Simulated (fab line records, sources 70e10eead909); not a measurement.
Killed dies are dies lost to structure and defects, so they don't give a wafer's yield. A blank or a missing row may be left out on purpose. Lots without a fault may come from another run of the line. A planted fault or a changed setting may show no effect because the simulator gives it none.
One fault seen from 2 desks | flow nand_harc | each desk has only its own numbers; what lay behind them comes last

THE DEFECT DESK
What the inspections along the route counted, lot by lot: means of the sampled wafers that have a number. A lot is out of limits, marked OUT, if its mean lies more than 4 standard deviations from the usual mean; the brackets give that distance.
Columns: A = raw_defect_count at NHARC_A_BLC_INSPECT_28, usual 529
lot  | first seen here | A
L996 | day 22 21:28    | 354
L997 | day 22 22:35    | 451
L999 | day 23 17:08    | 573
L998 | day 23 17:43    | 690
L102 | day 25 04:59    | 472
L103 | day 25 06:07    | 615
L104 | day 25 20:23    | 488
L109 | day 27 22:39    | 543
L111 | day 28 16:28    | 698
L110 | day 29 01:13    | 514
L113 | day 29 07:38    | 614
L117 | day 30 20:56    | 454
L116 | day 31 02:07    | 482
L119 | day 32 07:49    | 572
This desk's finding: nothing out of limits on any of the 14 lots.

THE TOOL OWNER'S DESK: ecd_cu-02
The tool's own readings at NHARC_A_M0_ECD_22 (material Cu, target thk 400 nm): means of the sampled wafers that have a number, for each lot that ran on this tool. A lot is out of limits, marked OUT, if its mean lies more than 4 standard deviations from the usual mean; the brackets give that distance.
Columns: A = bath_heat_duty_pct at NHARC_A_M0_ECD_22, usual 6.4 %
lot  | first seen here | A
L999 | day 23 19:32    | 6.1
L103 | day 25 08:29    | 6.1
L111 | day 28 18:59    | 5.7
L110 | day 29 03:27    | 6.1
This desk's finding: nothing out of limits on any of the 4 lots.

PUT TOGETHER
The defect desk saw nothing out of limits.
The tool owner's desk saw nothing out of limits.

WHAT THE SIMULATOR HAD PUT IN
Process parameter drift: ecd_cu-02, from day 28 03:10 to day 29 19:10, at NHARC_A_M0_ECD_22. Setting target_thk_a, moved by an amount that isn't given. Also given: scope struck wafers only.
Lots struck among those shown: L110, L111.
